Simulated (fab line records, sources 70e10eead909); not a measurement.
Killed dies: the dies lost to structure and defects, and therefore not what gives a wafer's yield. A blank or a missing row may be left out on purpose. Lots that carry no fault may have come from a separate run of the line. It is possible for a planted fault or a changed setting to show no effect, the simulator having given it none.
Which tool was responsible? || flow nand harc || Sampling: 14 lots, 42 wafers, 4 of 1302 route steps

## WHAT EACH GAUGE READ, for each wafer
The record holds no reading of a measuring or inspecting step that can be judged against a usual standard deviation.

## WHICH TOOL RAN EACH LOT (tool, then ch and the chambers of the sampled wafers, then the start)
{"lot": "L577", "NHARC_A_STAIRCASE_ETCH_315": "rie diel-09 ch 0,3, day 18 20:07 or earlier", "NHARC_A_STAIRCASE_PEB_439": "litho track-03 ch 0, day 18 20:07", "NHARC_A_STAIRCASE_CMP_152": "cmp-04 ch 2,3, day 19 01:59", "NHARC_A_STAIRCASE_ETCHBACK_422": "rie diel-09 ch 0,1, day 19 02:28"}
{"lot": "L578", "NHARC_A_STAIRCASE_ETCH_315": "rie diel-13 ch 0,1,3, day 19 08:46 or earlier", "NHARC_A_STAIRCASE_PEB_439": "litho track-03 ch 0, day 19 08:46", "NHARC_A_STAIRCASE_CMP_152": "cmp-04 ch 0,3, day 19 15:22", "NHARC_A_STAIRCASE_ETCHBACK_422": "rie diel-06 ch 0,1, day 19 15:50"}
{"lot": "L579", "NHARC_A_STAIRCASE_ETCH_315": "rie diel-13 ch 2,3, day 19 17:55 or earlier", "NHARC_A_STAIRCASE_PEB_439": "litho track-07 ch 0, day 19 17:55", "NHARC_A_STAIRCASE_CMP_152": "cmp-02 ch 0,3, day 19 23:35", "NHARC_A_STAIRCASE_ETCHBACK_422": "rie diel-09 ch 0,1, day 20 00:07"}
{"lot": "L581", "NHARC_A_STAIRCASE_ETCH_315": "rie diel-06 ch 0,1,3, day 19 18:04 or earlier", "NHARC_A_STAIRCASE_PEB_439": "litho track-07 ch 0, day 19 18:04", "NHARC_A_STAIRCASE_CMP_152": "cmp-04 ch 0,1,3, day 19 23:43", "NHARC_A_STAIRCASE_ETCHBACK_422": "rie diel-13 ch 0,1,2, day 20 00:10"}
{"lot": "L582", "NHARC_A_STAIRCASE_ETCH_315": "rie diel-06 ch 1,2, day 20 13:01 or earlier", "NHARC_A_STAIRCASE_PEB_439": "litho track-03 ch 0, day 20 13:01", "NHARC_A_STAIRCASE_CMP_152": "cmp-03 ch 1,2,3, day 20 18:43", "NHARC_A_STAIRCASE_ETCHBACK_422": "rie diel-13 ch 1,2,3, day 20 19:11"}
{"lot": "L588", "NHARC_A_STAIRCASE_ETCH_315": "rie diel-06 ch 0,1,3, day 23 21:40 or earlier", "NHARC_A_STAIRCASE_PEB_439": "litho track-03, day 23 21:40", "NHARC_A_STAIRCASE_CMP_152": "cmp-02 ch 2,3, day 24 03:19", "NHARC_A_STAIRCASE_ETCHBACK_422": "rie diel-13 ch 0,1,2, day 24 03:47"}
{"lot": "L591", "NHARC_A_STAIRCASE_ETCH_315": "rie diel-13 ch 0,2,3, day 25 03:02 or earlier", "NHARC_A_STAIRCASE_PEB_439": "litho track-03, day 25 03:02", "NHARC_A_STAIRCASE_CMP_152": "cmp-02 ch 0,2, day 25 11:38", "NHARC_A_STAIRCASE_ETCHBACK_422": "rie diel-09 ch 0,1,2, day 25 12:07"}
{"lot": "L596", "NHARC_A_STAIRCASE_ETCH_315": "rie diel-13 ch 0,2,3, day 26 08:05 or earlier", "NHARC_A_STAIRCASE_PEB_439": "litho track-05 ch 0, day 26 08:05", "NHARC_A_STAIRCASE_CMP_152": "cmp-04 ch 0,3, day 26 14:14", "NHARC_A_STAIRCASE_ETCHBACK_422": "rie diel-09 ch 0,2, day 26 14:43"}
{"lot": "L595", "NHARC_A_STAIRCASE_ETCH_315": "rie diel-06 ch 0,2,3, day 26 08:01 or earlier", "NHARC_A_STAIRCASE_PEB_439": "litho track-03 ch 0, day 26 08:01", "NHARC_A_STAIRCASE_CMP_152": "cmp-02 ch 0,2,3, day 26 13:41", "NHARC_A_STAIRCASE_ETCHBACK_422": "rie diel-13 ch 0,2,3, day 26 14:08"}
{"lot": "L594", "NHARC_A_STAIRCASE_ETCH_315": "rie diel-13 ch 0,3, day 26 08:03 or earlier", "NHARC_A_STAIRCASE_PEB_439": "litho track-07 ch 0, day 26 08:03", "NHARC_A_STAIRCASE_CMP_152": "cmp-03 ch 0,1,3, day 26 13:58", "NHARC_A_STAIRCASE_ETCHBACK_422": "rie diel-13 ch 1,2,3, day 26 14:28"}
{"lot": "L597", "NHARC_A_STAIRCASE_ETCH_315": "rie diel-13 ch 2,3, day 27 15:20 or earlier", "NHARC_A_STAIRCASE_PEB_439": "litho track-05 ch 0, day 27 15:20", "NHARC_A_STAIRCASE_CMP_152": "cmp-04 ch 0,1, day 27 21:01", "NHARC_A_STAIRCASE_ETCHBACK_422": "rie diel-09 ch 0,1,2, day 27 21:29"}
{"lot": "L598", "NHARC_A_STAIRCASE_ETCH_315": "rie diel-06 ch 0,1,3, day 28 01:43 or earlier", "NHARC_A_STAIRCASE_PEB_439": "litho track-07 ch 0, day 28 01:43", "NHARC_A_STAIRCASE_CMP_152": "cmp-02 ch 0,2, day 28 07:28", "NHARC_A_STAIRCASE_ETCHBACK_422": "rie diel-06 ch 0,3, day 28 07:59"}
{"lot": "L599", "NHARC_A_STAIRCASE_ETCH_315": "rie diel-13 ch 0,3, day 28 11:44 or earlier", "NHARC_A_STAIRCASE_PEB_439": "litho track-03 ch 0, day 28 11:44", "NHARC_A_STAIRCASE_CMP_152": "cmp-03 ch 1,2,3, day 28 17:39", "NHARC_A_STAIRCASE_ETCHBACK_422": "rie diel-13 ch 0,1,2, day 28 18:13"}
{"lot": "L600", "NHARC_A_STAIRCASE_ETCH_315": "rie diel-09 ch 0,3, day 28 11:35 or earlier", "NHARC_A_STAIRCASE_PEB_439": "litho track-07 ch 0, day 28 11:35", "NHARC_A_STAIRCASE_CMP_152": "cmp-03 ch 1,2,3, day 28 17:23", "NHARC_A_STAIRCASE_ETCHBACK_422": "rie diel-13 ch 0,2,3, day 28 17:51"}
- NHARC_A_STAIRCASE_ETCH_315: etches the open film in C4F8/O2/Ar, target depth 2500 nm, time 607.1 s.
- NHARC_A_STAIRCASE_PEB_439: peb time 130 s.
- NHARC_A_STAIRCASE_CMP_152: polishes.
- NHARC_A_STAIRCASE_ETCHBACK_422: etches the open film in CH3F/O2, target depth 40 nm, time 74.286 s.

## AS READ BY THE TOOLS THEMSELVES (means over the sampled wafers that have a number; for cases with no such wafer, the mark the record gives instead)
NHARC_A_STAIRCASE_ETCH_315.
{"lot": "L577", "tool": "rie diel-09", "bias w (W)": 2996, "oes product au (a.u.)": 0.943, "rf vpp V (V)": 1821}
{"lot": "L578", "tool": "rie diel-13", "bias w (W)": 2998, "oes product au (a.u.)": 0.935, "rf vpp V (V)": 1829}
{"lot": "L579", "tool": "rie diel-13", "bias w (W)": 2998, "oes product au (a.u.)": 0.933, "rf vpp V (V)": 1829}
{"lot": "L581", "tool": "rie diel-06", "bias w (W)": 2998, "oes product au (a.u.)": 0.925, "rf vpp V (V)": 1827}
{"lot": "L582", "tool": "rie diel-06", "bias w (W)": 3006, "oes product au (a.u.)": 0.918, "rf vpp V (V)": 1836}
{"lot": "L588", "tool": "rie diel-06", "bias w (W)": 3006, "oes product au (a.u.)": 0.940, "rf vpp V (V)": 1827}
{"lot": "L591", "tool": "rie diel-13", "bias w (W)": 3001, "oes product au (a.u.)": 0.919, "rf vpp V (V)": 1828}
{"lot": "L596", "tool": "rie diel-13", "bias w (W)": 2997, "oes product au (a.u.)": 0.927, "rf vpp V (V)": 1828}
{"lot": "L595", "tool": "rie diel-06", "bias w (W)": 3000, "oes product au (a.u.)": 0.948, "rf vpp V (V)": 1830}
{"lot": "L594", "tool": "rie diel-13", "bias w (W)": 3002, "oes product au (a.u.)": 0.922, "rf vpp V (V)": 1821}
{"lot": "L597", "tool": "rie diel-13", "bias w (W)": 2997, "oes product au (a.u.)": 0.915, "rf vpp V (V)": 1826}
{"lot": "L598", "tool": "rie diel-06", "bias w (W)": 2999, "oes product au (a.u.)": 0.941, "rf vpp V (V)": 1825}
{"lot": "L599", "tool": "rie diel-13", "bias w (W)": 3006, "oes product au (a.u.)": 0.919, "rf vpp V (V)": 1821}
{"lot": "L600", "tool": "rie diel-09", "bias w (W)": 3003, "oes product au (a.u.)": 0.943, "rf vpp V (V)": 1839}

NHARC_A_STAIRCASE_PEB_439.
{"lot": "L577", "tool": "litho track-03", "chill plate temp C (C)": 22.88, "exhaust pa (Pa)": 45.8, "resist line temp C (C)": 22.90}
{"lot": "L578", "tool": "litho track-03", "chill plate temp C (C)": 23.06, "exhaust pa (Pa)": 46.7, "resist line temp C (C)": 22.97}
{"lot": "L579", "tool": "litho track-07", "chill plate temp C (C)": 23.08, "exhaust pa (Pa)": 45.4, "resist line temp C (C)": 22.96}
{"lot": "L581", "tool": "litho track-07", "chill plate temp C (C)": 22.84, "exhaust pa (Pa)": 45.2, "resist line temp C (C)": 22.99}
{"lot": "L582", "tool": "litho track-03", "chill plate temp C (C)": 22.98, "exhaust pa (Pa)": 43.8, "resist line temp C (C)": 22.98}
{"lot": "L588", "tool": "litho track-03", "chill plate temp C (C)": "-", "exhaust pa (Pa)": "-", "resist line temp C (C)": "-"}
{"lot": "L591", "tool": "litho track-03", "chill plate temp C (C)": "-", "exhaust pa (Pa)": "-", "resist line temp C (C)": "-"}
{"lot": "L596", "tool": "litho track-05", "chill plate temp C (C)": 22.96, "exhaust pa (Pa)": 45.4, "resist line temp C (C)": 23.05}
{"lot": "L595", "tool": "litho track-03", "chill plate temp C (C)": 23.11, "exhaust pa (Pa)": 45.5, "resist line temp C (C)": 23.00}
{"lot": "L594", "tool": "litho track-07", "chill plate temp C (C)": 22.77, "exhaust pa (Pa)": 45.6, "resist line temp C (C)": 23.03}
{"lot": "L597", "tool": "litho track-05", "chill plate temp C (C)": 23.05, "exhaust pa (Pa)": 44.7, "resist line temp C (C)": 23.13}
{"lot": "L598", "tool": "litho track-07", "chill plate temp C (C)": 23.07, "exhaust pa (Pa)": 44.9, "resist line temp C (C)": 23.04}
{"lot": "L599", "tool": "litho track-03", "chill plate temp C (C)": 23.00, "exhaust pa (Pa)": 44.5, "resist line temp C (C)": 23.14}
{"lot": "L600", "tool": "litho track-07", "chill plate temp C (C)": 22.86, "exhaust pa (Pa)": 45.5, "resist line temp C (C)": 22.93}

NHARC_A_STAIRCASE_CMP_152.
{"lot": "L577", "tool": "cmp-04", "motor current A (A)": 12.0}
{"lot": "L578", "tool": "cmp-04", "motor current A (A)": 12.7}
{"lot": "L579", "tool": "cmp-02", "motor current A (A)": 11.3}
{"lot": "L581", "tool": "cmp-04", "motor current A (A)": 11.9}
{"lot": "L582", "tool": "cmp-03", "motor current A (A)": 11.5}
{"lot": "L588", "tool": "cmp-02", "motor current A (A)": 10.8}
{"lot": "L591", "tool": "cmp-02", "motor current A (A)": 10.9}
{"lot": "L596", "tool": "cmp-04", "motor current A (A)": 12.8}
{"lot": "L595", "tool": "cmp-02", "motor current A (A)": 11.4}
{"lot": "L594", "tool": "cmp-03", "motor current A (A)": 10.6}
{"lot": "L597", "tool": "cmp-04", "motor current A (A)": 12.3}
{"lot": "L598", "tool": "cmp-02", "motor current A (A)": 11.5}
{"lot": "L599", "tool": "cmp-03", "motor current A (A)": 11.2}
{"lot": "L600", "tool": "cmp-03", "motor current A (A)": 11.7}

NHARC_A_STAIRCASE_ETCHBACK_422.
{"lot": "L577", "tool": "rie diel-09", "bias w (W)": 100.13, "drypump motor current A (A)": 5.5, "mfc ar sccm (sccm)": 200.7, "oes product au (a.u.)": 0.94, "rf vpp V (V)": 246.2, "showerhead plenum p Torr (Torr)": 2.58, "throttle valve pct (%)": 20.655}
{"lot": "L578", "tool": "rie diel-06", "bias w (W)": 99.77, "drypump motor current A (A)": 5.8, "mfc ar sccm (sccm)": 200.3, "oes product au (a.u.)": 0.93, "rf vpp V (V)": 244.8, "showerhead plenum p Torr (Torr)": 2.48, "throttle valve pct (%)": 20.657}
{"lot": "L579", "tool": "rie diel-09", "bias w (W)": 99.86, "drypump motor current A (A)": 5.5, "mfc ar sccm (sccm)": 200.2, "oes product au (a.u.)": 0.94, "rf vpp V (V)": 246.3, "showerhead plenum p Torr (Torr)": 2.58, "throttle valve pct (%)": 20.661}
{"lot": "L581", "tool": "rie diel-13", "bias w (W)": 100.05, "drypump motor current A (A)": 5.1, "mfc ar sccm (sccm)": 199.9, "oes product au (a.u.)": 0.92, "rf vpp V (V)": 245.2, "showerhead plenum p Torr (Torr)": 2.54, "throttle valve pct (%)": 20.669}
{"lot": "L582", "tool": "rie diel-13", "bias w (W)": 100.03, "drypump motor current A (A)": 5.6, "mfc ar sccm (sccm)": 199.8, "oes product au (a.u.)": 0.99, "rf vpp V (V)": 244.5, "showerhead plenum p Torr (Torr)": 2.45, "throttle valve pct (%)": 20.658}
{"lot": "L588", "tool": "rie diel-13", "bias w (W)": 99.96, "drypump motor current A (A)": 5.2, "mfc ar sccm (sccm)": 199.6, "oes product au (a.u.)": 0.97, "rf vpp V (V)": 245.6, "showerhead plenum p Torr (Torr)": 2.53, "throttle valve pct (%)": 20.666}
{"lot": "L591", "tool": "rie diel-09", "bias w (W)": 100.15, "drypump motor current A (A)": 5.6, "mfc ar sccm (sccm)": 200.2, "oes product au (a.u.)": 0.93, "rf vpp V (V)": 245.1, "showerhead plenum p Torr (Torr)": 2.49, "throttle valve pct (%)": 20.660}
{"lot": "L596", "tool": "rie diel-09", "bias w (W)": 100.16, "drypump motor current A (A)": 5.8, "mfc ar sccm (sccm)": 200.4, "oes product au (a.u.)": 0.93, "rf vpp V (V)": 243.5, "showerhead plenum p Torr (Torr)": 2.42, "throttle valve pct (%)": 20.663}
{"lot": "L595", "tool": "rie diel-13", "bias w (W)": 99.95, "drypump motor current A (A)": 5.5, "mfc ar sccm (sccm)": 200.0, "oes product au (a.u.)": 0.92, "rf vpp V (V)": 244.8, "showerhead plenum p Torr (Torr)": 2.47, "throttle valve pct (%)": 20.656}
{"lot": "L594", "tool": "rie diel-13", "bias w (W)": 99.58, "drypump motor current A (A)": 5.6, "mfc ar sccm (sccm)": 200.5, "oes product au (a.u.)": 0.92, "rf vpp V (V)": 244.0, "showerhead plenum p Torr (Torr)": 2.43, "throttle valve pct (%)": 20.670}
{"lot": "L597", "tool": "rie diel-09", "bias w (W)": 99.97, "drypump motor current A (A)": 5.6, "mfc ar sccm (sccm)": 200.1, "oes product au (a.u.)": 0.93, "rf vpp V (V)": 244.6, "showerhead plenum p Torr (Torr)": 2.49, "throttle valve pct (%)": 20.653}
{"lot": "L598", "tool": "rie diel-06", "bias w (W)": 99.91, "drypump motor current A (A)": 6.0, "mfc ar sccm (sccm)": 199.7, "oes product au (a.u.)": 0.93, "rf vpp V (V)": 243.8, "showerhead plenum p Torr (Torr)": 2.42, "throttle valve pct (%)": 20.671}
{"lot": "L599", "tool": "rie diel-13", "bias w (W)": 100.00, "drypump motor current A (A)": 5.2, "mfc ar sccm (sccm)": 200.1, "oes product au (a.u.)": 0.99, "rf vpp V (V)": 245.0, "showerhead plenum p Torr (Torr)": 2.51, "throttle valve pct (%)": 20.662}
{"lot": "L600", "tool": "rie diel-13", "bias w (W)": 100.08, "drypump motor current A (A)": 5.5, "mfc ar sccm (sccm)": 200.2, "oes product au (a.u.)": 0.93, "rf vpp V (V)": 244.7, "showerhead plenum p Torr (Torr)": 2.46, "throttle valve pct (%)": 20.654}

## THE ANSWER, worked out from the rows above alone
Rule: what is usual is taken from the lots themselves. The widest of any qualifying gaps counts: lots, ordered by their means at a reading, are off when they make up no more than a third of the lots, leave a main group of 4 or more, and stand apart from it by 3 or more times the standard deviation of that group's means. A main group is skipped when, at the precision printed for the reading in the tables above, its means are all equal. Also off: a lot with no number at a reading for which 4 or more lots have one. The other lots that the step has rows for count as sound. Order of review: gauges by route order, followed by the tools' own readings, for which a lot's mean as printed above is used. At the first step where some lot is off, the reading lying furthest off is the one used; lots without a number count as furthest.
Off, at NHARC_A_STAIRCASE_PEB_439 on chill plate temp C: L588, L591. Without a number there: L588, L591. Mean 22.97 C and standard deviation 0.11 in the main group.
A tool fits if, at that step or a process step before it, it ran every lot that is off, and no sound lot after the first of them. NHARC_A_STAIRCASE_ETCH_315: start missing for some lots; hours and lot order therefore follow NHARC_A_STAIRCASE_PEB_439. None of those tried fits.

## WHAT HAD BEEN PUT IN BY THE SIMULATOR
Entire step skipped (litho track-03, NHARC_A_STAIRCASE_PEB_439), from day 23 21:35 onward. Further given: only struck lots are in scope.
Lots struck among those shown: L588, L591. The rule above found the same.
